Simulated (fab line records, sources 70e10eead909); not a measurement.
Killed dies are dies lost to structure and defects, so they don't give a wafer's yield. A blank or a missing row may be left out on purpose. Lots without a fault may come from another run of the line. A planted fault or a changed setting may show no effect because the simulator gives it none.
Which tool did it? | flow nand_harc | 24 lots, 72 wafers sampled, at 3 steps of a route of 1302

WHAT THE GAUGES READ, wafer by wafer
NHARC_P_STI_OVL_MEAS_10. Usual: overlay_x_nm -1 nm, standard deviation 5.8; overlay_y_nm -2 nm, standard deviation 5.7.
lot  | measured     | on         | overlay_x_nm (nm) | overlay_y_nm (nm) | flag
L074 | day 2 02:36  | overlay-02 | -8 -8 -8          | 7 7 7             |
L075 | day 2 08:11  | overlay-02 | -16 -17 -17       | -4 -3 -4          |
L076 | day 2 14:34  | overlay-02 | -5 -4 -4          | -3 -2 -2          |
L077 | day 3 06:00  | overlay-01 | -3 -2 -2          | -2 -3 -3          |
L078 | day 3 12:32  | overlay-01 | -2 -2 -1          | -7 -6 -6          |
L079 | day 3 20:25  | overlay-02 | -5 -4 -4          | -11 -11 -12       |
L080 | day 4 06:58  | overlay-01 | -7 -7 -7          | -15 -16 -15       |
L081 | day 4 18:32  | overlay-01 | -6 -5 -6          | 3 3 3             |
L082 | day 5 03:04  | overlay-02 | 8 8 8             | 10 9 11           |
L083 | day 5 18:59  | overlay-02 | 0 0 -1            | -2 -1 -1          |
L084 | day 6 01:10  | overlay-01 | 8 8 7             | -3 -3 -4          |
L085 | day 6 08:47  | overlay-02 | -5 -5 -5          | -8 -9 -8          |
L086 | day 6 18:16  | overlay-02 | 2 2 3             | -9 -9 -9          |
L087 | day 7 05:39  | overlay-01 | 7 7 7             | 2 3 3             |
L088 | day 7 16:41  | overlay-01 | -2 -2 -2          | 1 1 1             |
L089 | day 8 02:02  | overlay-02 | -3 -3 -3          | 5 5 5             |
L090 | day 8 13:16  | overlay-01 | -2 -2 -1          | 0 -1 0            |
L091 | day 8 22:27  | overlay-02 | 1 1 1             | -1 -1 0           |
L092 | day 9 08:35  | overlay-02 | 5 4 5             | 3 3 4             |
L093 | day 9 18:25  | overlay-01 | 8 8 8             | -8 -8 -8          |
L094 | day 10 04:58 | overlay-01 | 4 4 5             | 0 -1 -1           |
L095 | day 10 17:01 | overlay-01 | -2 -2 -2          | -2 -2 -1          |
L096 | day 11 01:37 | overlay-01 | 2 2 2             | -4 -5 -4          |
L097 | day 11 08:00 | overlay-01 | -4 -4 -3          | 1 1 0             |

WHICH TOOL RAN EACH LOT (tool, then ch and the chambers of the sampled wafers, then the start)
lot  | NHARC_P_ZERO_WELL_ETCH_62                     | NHARC_P_ZERO_WELL_DESCUM_39
L074 | rie_diel-08 ch 0,2, day 1 08:24 or earlier    | rie_diel-07 ch 0,2,3, day 1 08:24
L075 | rie_diel-07 ch 0,3, day 1 11:46 or earlier    | rie_diel-07 ch 0,1, day 1 11:46
L076 | rie_diel-08 ch 0,3, day 1 20:27 or earlier    | rie_diel-07 ch 0,1,2, day 1 20:27
L077 | rie_diel-01 ch 1,3, day 2 11:35 or earlier    | rie_diel-01 ch 0,1,3, day 2 11:35
L078 | rie_diel-08 ch 2,3, day 2 16:17 or earlier    | rie_diel-07 ch 0,1,2, day 2 16:17
L079 | rie_diel-08 ch 1,2, day 3 02:44 or earlier    | rie_diel-08 ch 0,1, day 3 02:44
L080 | rie_diel-07 ch 0,3, day 3 12:25 or earlier    | rie_diel-08 ch 0,2, day 3 12:25
L081 | rie_diel-01 ch 0,1, day 3 22:25 or earlier    | rie_diel-01 ch 0,1,2, day 3 22:25
L082 | rie_diel-07 ch 0,1,2, day 4 08:34 or earlier  | rie_diel-08 ch 1,2,3, day 4 08:34
L083 | rie_diel-07 ch 1,2,3, day 5 00:14 or earlier  | rie_diel-08 ch 1,2, day 5 00:14
L084 | rie_diel-01 ch 0,1,2, day 5 04:09 or earlier  | rie_diel-01 ch 0,1,2, day 5 04:09
L085 | rie_diel-07 ch 0,1, day 5 14:22 or earlier    | rie_diel-07 ch 0,2,3, day 5 14:22
L086 | rie_diel-01 ch 0,2, day 6 00:14 or earlier    | rie_diel-07 ch 1,2,3, day 6 00:14
L087 | rie_diel-07 ch 1,2,3, day 6 10:24 or earlier  | rie_diel-08 ch 0,2,3, day 6 10:24
L088 | rie_diel-08 ch 2,3, day 6 20:17 or earlier    | rie_diel-08 ch 1,2, day 6 20:17
L089 | rie_diel-07 ch 0,1,2, day 7 08:08 or earlier  | rie_diel-01 ch 0,2,3, day 7 08:08
L090 | rie_diel-01 ch 0,2, day 7 16:32 or earlier    | rie_diel-07 ch 0,1,3, day 7 16:32
L091 | rie_diel-01 ch 1,3, day 8 02:30 or earlier    | rie_diel-01 ch 1,3, day 8 02:30
L092 | rie_diel-08 ch 2,3, day 8 12:28 or earlier    | rie_diel-08 ch 0,1,3, day 8 12:28
L093 | rie_diel-08 ch 0,1,2, day 8 23:11 or earlier  | rie_diel-08 ch 0,1,3, day 8 23:11
L094 | rie_diel-01 ch 2,3, day 9 08:19 or earlier    | rie_diel-07 ch 2,3, day 9 08:19
L095 | rie_diel-08 ch 0,2,3, day 9 18:23 or earlier  | rie_diel-08 ch 0,1, day 9 18:23
L096 | rie_diel-01 ch 0,2,3, day 10 04:10 or earlier | rie_diel-01 ch 0,2,3, day 10 04:10
L097 | rie_diel-07 ch 0,1,3, day 10 14:07 or earlier | rie_diel-07 ch 0,1,3, day 10 14:07
- NHARC_P_ZERO_WELL_ETCH_62: etches the open film in CHF3/Ar, target depth 13 nm, time 6.5 s.
- NHARC_P_ZERO_WELL_DESCUM_39: chemistry O2, time 3 s.

WHAT THE TOOLS THEMSELVES READ (means of the sampled wafers that have a number; where no wafer has one, the mark that the record gives instead)
NHARC_P_ZERO_WELL_ETCH_62. Usual: drypump_motor_current_A 5.5 A, standard deviation 0.49; oes_product_au 0.956 a.u., standard deviation 0.016; rf_fwd_power_W 488.5 W, standard deviation 2; rf_vpp_V 370.7 V, standard deviation 2.2; showerhead_plenum_p_Torr 2.34 Torr, standard deviation 0.1; throttle_valve_pct 20.217 %, standard deviation 0.0091.
lot  | tool        | drypump_motor_current_A (A) | oes_product_au (a.u.) | rf_fwd_power_W (W) | rf_vpp_V (V) | showerhead_plenum_p_Torr (Torr) | throttle_valve_pct (%) | flag
L074 | rie_diel-08 | 5.3                         | 0.951                 | 490.1              | 371.5        | 2.38                            | 20.222                 |
L075 | rie_diel-07 | 4.7                         | 0.945                 | 488.2              | 371.6        | 2.35                            | 20.221                 |
L076 | rie_diel-08 | 5.2                         | 0.962                 | 489.3              | 371.1        | 2.39                            | 20.219                 |
L077 | rie_diel-01 | 5.6                         | 0.970                 | 489.8              | 371.0        | 2.39                            | 20.213                 |
L078 | rie_diel-08 | 5.9                         | 0.981                 | 487.7              | 370.1        | 2.29                            | 20.211                 |
L079 | rie_diel-08 | 5.9                         | 0.925                 | 488.5              | 369.3        | 2.28                            | 20.217                 |
L080 | rie_diel-07 | 4.8                         | 0.963                 | 488.4              | 371.1        | 2.40                            | 20.217                 |
L081 | rie_diel-01 | 5.2                         | 0.973                 | 487.2              | 369.6        | 2.30                            | 20.219                 |
L082 | rie_diel-07 | 5.5                         | 0.954                 | 488.6              | 371.9        | 2.37                            | 20.222                 |
L083 | rie_diel-07 | 5.5                         | 0.938                 | 487.7              | 369.9        | 2.31                            | 20.219                 |
L084 | rie_diel-01 | 5.5                         | 0.956                 | 487.5              | 370.7        | 2.35                            | 20.224                 |
L085 | rie_diel-07 | 5.4                         | 0.959                 | 489.0              | 368.6        | 2.27                            | 20.218                 |
L086 | rie_diel-01 | 5.6                         | 0.963                 | 487.9              | 372.6        | 2.44                            | 20.209                 |
L087 | rie_diel-07 | 5.5                         | 0.937                 | 488.1              | 369.7        | 2.31                            | 20.206                 |
L088 | rie_diel-08 | 5.9                         | 0.949                 | 485.3              | 369.1        | 2.28                            | 20.229                 |
L089 | rie_diel-07 | 5.5                         | 0.944                 | 488.3              | 371.2        | 2.36                            | 20.216                 |
L090 | rie_diel-01 | 5.2                         | 0.949                 | 487.6              | 371.2        | 2.38                            | 20.227                 |
L091 | rie_diel-01 | 5.7                         | 0.953                 | 490.0              | 369.7        | 2.29                            | 20.217                 |
L092 | rie_diel-08 | 6.0                         | 0.936                 | 488.1              | 369.8        | 2.26                            | 20.217                 |
L093 | rie_diel-08 | 5.6                         | 0.973                 | 489.9              | 369.9        | 2.32                            | 20.214                 |
L094 | rie_diel-01 | 5.6                         | 0.971                 | 486.7              | 373.0        | 2.46                            | 20.220                 |
L095 | rie_diel-08 | 5.6                         | 0.972                 | 489.2              | 370.1        | 2.31                            | 20.207                 |
L096 | rie_diel-01 | 5.4                         | 0.961                 | 488.5              | 372.4        | 2.42                            | 20.216                 |
L097 | rie_diel-07 | 5.1                         | 0.967                 | 488.6              | 369.9        | 2.29                            | 20.216                 |

NHARC_P_ZERO_WELL_DESCUM_39. Usual: drypump_motor_current_A 5.5 A, standard deviation 0.5; oes_product_au 1.002 a.u., standard deviation 0.0099; rf_vpp_V 57.7 V, standard deviation 0.9; showerhead_plenum_p_Torr 1.91 Torr, standard deviation 0.085; throttle_valve_pct 11.310 %, standard deviation 0.009.
lot  | tool        | drypump_motor_current_A (A) | oes_product_au (a.u.) | rf_vpp_V (V) | showerhead_plenum_p_Torr (Torr) | throttle_valve_pct (%) | flag
L074 | rie_diel-07 | 5.2                         | 1.002                 | 57.9         | 1.97                            | 11.316                 |
L075 | rie_diel-07 | 5.4                         | 1.001                 | 58.2         | 1.86                            | 11.319                 |
L076 | rie_diel-07 | 5.5                         | 1.007                 | 57.5         | 1.94                            | 11.306                 |
L077 | rie_diel-01 | 5.4                         | 1.002                 | 57.8         | 1.91                            | 11.313                 |
L078 | rie_diel-07 | 5.5                         | 1.006                 | 57.6         | 1.94                            | 11.307                 |
L079 | rie_diel-08 | 5.4                         | 1.003                 | 58.2         | 1.92                            | 11.312                 |
L080 | rie_diel-08 | 5.4                         | 1.003                 | 57.6         | 1.93                            | 11.306                 |
L081 | rie_diel-01 | 5.5                         | 1.005                 | 57.6         | 1.92                            | 11.308                 |
L082 | rie_diel-08 | 5.8                         | 1.015                 | 57.0         | 1.87                            | 11.307                 |
L083 | rie_diel-08 | 5.8                         | 0.990                 | 57.5         | 1.87                            | 11.311                 |
L084 | rie_diel-01 | 5.5                         | 1.005                 | 56.6         | 1.92                            | 11.313                 |
L085 | rie_diel-07 | 5.2                         | 0.989                 | 58.3         | 1.96                            | 11.303                 |
L086 | rie_diel-07 | 5.5                         | 0.986                 | 58.0         | 1.88                            | 11.307                 |
L087 | rie_diel-08 | 5.6                         | 1.000                 | 57.9         | 1.89                            | 11.318                 |
L088 | rie_diel-08 | 5.8                         | 0.998                 | 57.4         | 1.87                            | 11.308                 |
L089 | rie_diel-01 | 5.4                         | 0.991                 | 58.0         | 1.98                            | 11.309                 |
L090 | rie_diel-07 | 5.1                         | 0.996                 | 58.2         | 1.88                            | 11.311                 |
L091 | rie_diel-01 | 5.6                         | 1.012                 | 57.4         | 1.93                            | 11.310                 |
L092 | rie_diel-08 | 5.5                         | 1.011                 | 57.0         | 1.90                            | 11.302                 |
L093 | rie_diel-08 | 5.5                         | 1.010                 | 57.7         | 1.90                            | 11.317                 |
L094 | rie_diel-07 | 5.6                         | 1.001                 | 57.6         | 1.95                            | 11.307                 |
L095 | rie_diel-08 | 5.4                         | 1.017                 | 57.9         | 1.91                            | 11.312                 |
L096 | rie_diel-01 | 5.4                         | 1.012                 | 57.4         | 1.98                            | 11.310                 |
L097 | rie_diel-07 | 5.1                         | 1.000                 | 56.7         | 1.87                            | 11.304                 |

THE ANSWER, worked out from the rows above alone
Rule: a lot is off if the mean of its wafers that have a number lies more than 3 standard deviations from the usual mean. A lot without any number at a reading at which 4 lots or more have one is off too. The other lots that the step has rows for count as sound. The gauges are gone through in route order, then the tools' own readings, and for those a lot's mean is taken as printed above. The first step at which some lot is off is used, and at that step the reading that is off furthest; a lot without a number counts as furthest.
No lot is off at any reading shown: from this, nothing can be told.

WHAT THE SIMULATOR HAD PUT IN
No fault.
